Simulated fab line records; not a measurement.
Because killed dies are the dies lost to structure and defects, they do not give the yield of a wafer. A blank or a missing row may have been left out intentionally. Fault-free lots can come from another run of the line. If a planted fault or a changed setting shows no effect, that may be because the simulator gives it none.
What tool caused it? | flow n5-finfet | 24 lots, 72 wafers sampled, at 3 steps of a route of 1938

WHAT EACH GAUGE READ, for each wafer
N5_BEOL_M1_THK_MEAS_53: measures by xrf. Usual: for M1_THK the level is 39.5 nm and the standard deviation is 1.5.
lot  | measured     | on            | M1_THK (nm)    | flag
L074 | day 6 16:35  | film-metro-01 | 40.0 39.8 38.7 |
L075 | day 6 19:41  | film-metro-02 | 40.0 37.4 38.7 |
L076 | day 6 23:43  | film-metro-01 | 39.2 39.0 40.6 |
L077 | day 7 03:17  | film-metro-01 | 38.6 42.1 41.9 |
L078 | day 7 16:11  | film-metro-02 | 39.2 40.1 40.4 |
L079 | day 7 21:42  | film-metro-01 | 40.6 40.8 39.8 |
L080 | day 8 04:16  | film-metro-02 | 37.1 38.6 38.1 |
L081 | day 8 08:30  | film-metro-01 | 38.3 38.8 40.1 |
L082 | day 8 12:04  | film-metro-02 | 37.5 40.7 38.4 |
L083 | day 9 01:52  | film-metro-01 | 37.8 35.7 38.4 |
L084 | day 9 02:54  | film-metro-02 | 36.9 38.9 38.9 |
L085 | day 9 06:37  | film-metro-01 | 38.5 39.0 40.8 |
L086 | day 9 14:18  | film-metro-01 | 38.5 38.1 39.3 |
L087 | day 9 16:56  | film-metro-01 | 37.7 38.1 39.9 |
L088 | day 10 11:37 | film-metro-02 | 37.7 38.7 38.6 |
L090 | day 10 14:33 | film-metro-02 | 39.3 41.7 42.6 |
L089 | day 10 16:40 | film-metro-01 | 37.9 36.3 39.3 |
L091 | day 10 19:49 | film-metro-02 | 39.4 41.2 42.1 |
L092 | day 10 23:40 | film-metro-01 | 39.9 39.9 40.9 |
L093 | day 11 08:56 | film-metro-02 | 39.1 42.8 40.9 |
L094 | day 11 16:19 | film-metro-01 | 41.1 40.4 42.2 |
L095 | day 11 20:12 | film-metro-01 | 40.7 41.2 39.7 |
L096 | day 12 05:23 | film-metro-02 | 36.2 39.8 37.6 |
L097 | day 12 07:28 | film-metro-02 | 38.0 39.2 41.5 |

N5_BEOL_M2_THK_MEAS_01. Usual: for M2_ILD_THK the level is 79.3 nm and the standard deviation is 1.
lot  | measured     | on            | M2_ILD_THK (nm) | flag
L074 | day 6 17:07  | film-metro-01 | 77.5 78.2 79.5  |
L075 | day 6 20:04  | film-metro-01 | 78.4 80.1 80.6  |
L076 | day 7 00:06  | film-metro-01 | 80.1 80.2 79.6  |
L077 | day 7 03:41  | film-metro-02 | 79.7 81.3 79.7  |
L078 | day 7 16:35  | film-metro-02 | 78.8 79.7 80.1  |
L079 | day 7 22:05  | film-metro-02 | 77.8 77.9 79.1  |
L080 | day 8 04:39  | film-metro-01 | 78.6 79.7 80.1  |
L081 | day 8 08:56  | film-metro-02 | 78.0 79.2 80.4  |
L082 | day 8 12:28  | film-metro-02 | 78.2 79.8 80.9  |
L083 | day 9 02:16  | film-metro-01 | 79.8 80.8 79.9  |
L084 | day 9 03:30  | film-metro-01 | 78.1 78.5 78.8  |
L085 | day 9 07:01  | film-metro-01 | 79.6 80.8 80.7  |
L086 | day 9 14:49  | film-metro-02 | 78.3 78.3 78.9  |
L087 | day 9 17:20  | film-metro-01 | 77.8 78.9 79.8  |
L088 | day 10 12:01 | film-metro-02 | 78.6 78.3 79.3  |
L090 | day 10 14:58 | film-metro-01 | 80.0 81.1 80.2  |
L089 | day 10 17:05 | film-metro-02 | 77.1 78.9 79.2  |
L091 | day 10 20:13 | film-metro-01 | 78.5 80.3 80.9  |
L092 | day 11 00:05 | film-metro-01 | 77.2 78.3 79.7  |
L093 | day 11 09:20 | film-metro-02 | 79.0 79.7 79.0  |
L094 | day 11 16:46 | film-metro-02 | 78.2 78.0 80.7  |
L095 | day 11 20:35 | film-metro-01 | 78.5 80.2 81.0  |
L096 | day 12 05:46 | film-metro-01 | 79.0 80.9 80.1  |
L097 | day 12 07:51 | film-metro-02 | 78.8 78.5 79.2  |

EACH LOT AND THE TOOL THAT RAN IT (in order: tool; ch and the chambers of the sampled wafers; start)
lot  | N5_BEOL_M1_SPUTTER_81
L074 | pvd-sputter-01, day 6 14:28
L075 | pvd-sputter-03, day 6 17:34
L076 | pvd-sputter-01, day 6 21:36
L077 | pvd-sputter-02, day 7 00:50
L078 | pvd-sputter-01, day 7 13:39
L079 | pvd-sputter-01, day 7 18:11
L080 | pvd-sputter-01, day 8 02:09
L081 | pvd-sputter-03, day 8 06:24
L082 | pvd-sputter-03, day 8 09:58
L083 | pvd-sputter-02, day 8 23:46
L084 | pvd-sputter-03, day 9 00:35
L085 | pvd-sputter-01, day 9 03:20
L086 | pvd-sputter-03, day 9 11:59
L087 | pvd-sputter-03, day 9 14:29
L088 | pvd-sputter-02, day 10 09:28
L090 | pvd-sputter-02, day 10 12:26
L089 | pvd-sputter-03, day 10 14:32
L091 | pvd-sputter-02, day 10 17:42
L092 | pvd-sputter-01, day 10 21:27
L093 | pvd-sputter-03, day 11 06:38
L094 | pvd-sputter-02, day 11 14:13
L095 | pvd-sputter-02, day 11 18:05
L096 | pvd-sputter-01, day 12 03:16
L097 | pvd-sputter-01, day 12 05:21
- N5_BEOL_M1_SPUTTER_81: material Cu, target thk 4.5 nm, time 8.29 s.

WHAT THE TOOLS THEMSELVES READ (means of the sampled wafers that have a number; where no wafer has one, the mark that the record gives instead)
N5_BEOL_M1_SPUTTER_81. Usual: throttle-valve-pct 29.8 %, standard deviation 1.1.
lot  | tool           | throttle-valve-pct (%) | flag
L074 | pvd-sputter-01 | 28.8                   |
L075 | pvd-sputter-03 | 30.8                   |
L076 | pvd-sputter-01 | 29.4                   |
L077 | pvd-sputter-02 | 29.6                   |
L078 | pvd-sputter-01 | 29.6                   |
L079 | pvd-sputter-01 | 28.9                   |
L080 | pvd-sputter-01 | 29.6                   |
L081 | pvd-sputter-03 | 29.5                   |
L082 | pvd-sputter-03 | 30.3                   |
L083 | pvd-sputter-02 | 30.4                   |
L084 | pvd-sputter-03 | 29.6                   |
L085 | pvd-sputter-01 | 30.1                   |
L086 | pvd-sputter-03 | 30.8                   |
L087 | pvd-sputter-03 | 30.5                   |
L088 | pvd-sputter-02 | 30.0                   |
L090 | pvd-sputter-02 | 29.4                   |
L089 | pvd-sputter-03 | 31.0                   |
L091 | pvd-sputter-02 | 29.2                   |
L092 | pvd-sputter-01 | 28.8                   |
L093 | pvd-sputter-03 | 30.8                   |
L094 | pvd-sputter-02 | 29.5                   |
L095 | pvd-sputter-02 | 30.3                   |
L096 | pvd-sputter-01 | 28.9                   |
L097 | pvd-sputter-01 | 30.2                   |

THE ANSWER, worked out from the rows above alone
Rule: a lot is off if the mean of its wafers that have a number lies more than 3 standard deviations from the usual mean. Also off: a lot with no number at a reading for which 4 or more lots have one. All remaining lots with rows at the step are treated as sound. After the gauges, taken in route order, come the tools' own readings; for these a lot's mean is taken, as printed above. The first step at which some lot is off is used, and at that step the reading that is off furthest; a lot without a number counts as furthest.
Nothing can be told from this: no lot is off at any reading shown.

WHAT THE SIMULATOR HAD INSERTED
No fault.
